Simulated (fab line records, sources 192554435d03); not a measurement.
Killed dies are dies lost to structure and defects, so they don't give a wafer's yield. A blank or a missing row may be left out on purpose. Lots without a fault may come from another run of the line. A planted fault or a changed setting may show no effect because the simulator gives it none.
Split-lot experiment | flow n5_finfet | 7 lots, 21 wafers read, on a route of 1938 steps

THE SPLIT
At N5_BEOL_M0_SAQP_ETCH_107 (etches SiNx in CH3F/O2, target depth 30 nm), the setting source_w was moved away from the recipe's 395 W on 8 of the 21 wafers read, by -15.1% to +15.4%. The other wafers ran this setting at the recipe's value.

The reading is taken at the split's own step.

THE READING
BEOL_M0_SAQP.feature_depth_nm (the simulator's own value, which no gauge read), in nm, at N5_BEOL_M0_SAQP_ETCH_107 (etches SiNx in CH3F/O2, target depth 30 nm). The file gives no usual value for it. The 13 wafers here that ran the recipe average 29.8 nm, standard deviation 0.37 nm.

wafer  | tool, chamber at the split | source_w as run, W | against the recipe | BEOL_M0_SAQP.feature_depth_nm, nm | against lot-mates on the recipe
L076.1 | rie_diel-02, 2             | 395                | recipe             | 30                                | -
L076.4 | rie_diel-02, 0             | 395                | recipe             | 30                                | -
L076.6 | rie_diel-02, 3             | 395                | recipe             | 30.2                              | -
L077.4 | rie_diel-06, 2             | 349.5              | -11.5%             | 28.6                              | no lot-mate on the recipe
L077.5 | rie_diel-06, 0             | 349.5              | -11.5%             | 28.2                              | no lot-mate on the recipe
L077.6 | rie_diel-06, 3             | 349.5              | -11.5%             | 28.2                              | no lot-mate on the recipe
L078.1 | rie_diel-06, 3             | 358.6              | -9.2%              | 28.4                              | -1.9
L078.3 | rie_diel-06, 2             | 395                | recipe             | 30.4                              | -
L078.5 | rie_diel-06, 1             | 395                | recipe             | 30.2                              | -
L083.2 | rie_diel-01, 1,2           | 395                | recipe             | 29.8                              | -
L083.4 | rie_diel-01, 1,2           | 395                | recipe             | 29.8                              | -
L083.6 | rie_diel-01, 0             | 395                | recipe             | 30                                | -
L089.2 | rie_diel-06, 0             | 335.2              | -15.1%             | 27.4                              | -2.4
L089.4 | rie_diel-06, 1             | 395                | recipe             | 29.8                              | -
L089.6 | rie_diel-06, 1             | 335.2              | -15.1%             | 28                                | -1.8
L090.1 | rie_diel-06, 2             | 395                | recipe             | 29                                | -
L090.3 | rie_diel-06, 0             | 455.7              | +15.4%             | 30.4                              | +1.4
L090.5 | rie_diel-06, 3             | 455.7              | +15.4%             | 30.4                              | +1.4
L096.2 | rie_diel-06, 0             | 395                | recipe             | 29.4                              | -
L096.5 | rie_diel-06, 2             | 395                | recipe             | 29.8                              | -
L096.6 | rie_diel-06, 3             | 395                | recipe             | 29.4                              | -
Where a row lists several chambers, the file gives one row for several wafers and doesn't say which wafer went through which chamber.

THE FIT
A straight line over all 21 wafers: BEOL_M0_SAQP.feature_depth_nm changes by +0.0969 nm for each +1% of source_w; r = +0.86; the points scatter about the line by 0.47 nm.
The same after taking each lot's own level away (the mean of its wafers on the recipe; 18 wafers): +0.121 nm for each +1%; r = +0.96; scatter 0.28 nm.
On that fit, the largest move of source_w shifts the reading by 1.9 nm.
The lots' own levels span 29.00 to 30.30 nm, that is 3.5 times the standard deviation above.
So the lot-to-lot level changes the slope: the two fits differ.
Check: with one of the wafers moved furthest among these (+15.4%) left out of the fit, the line predicts +1.88 nm for it against its lot-mates. It came out at +1.4 nm against them.

OTHER SPLITS ON THESE WAFERS
These wafers also went through other splits before the reading. Each is held against what the fit with the lots' levels taken away leaves over:
other split on the same wafers    | wafers away from the commonest value | r with BEOL_M0_SAQP.feature_depth_nm (lot level and that fit taken away)
N5_BEOL_M0_SAQP_EXPOSE_11 dose_mj | 9                                    | -0.02

THE FILE'S OWN FIT
BEOL_M0_SAQP.feature_depth_nm changes by +0.129 nm for each +1% of source_w, r = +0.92.
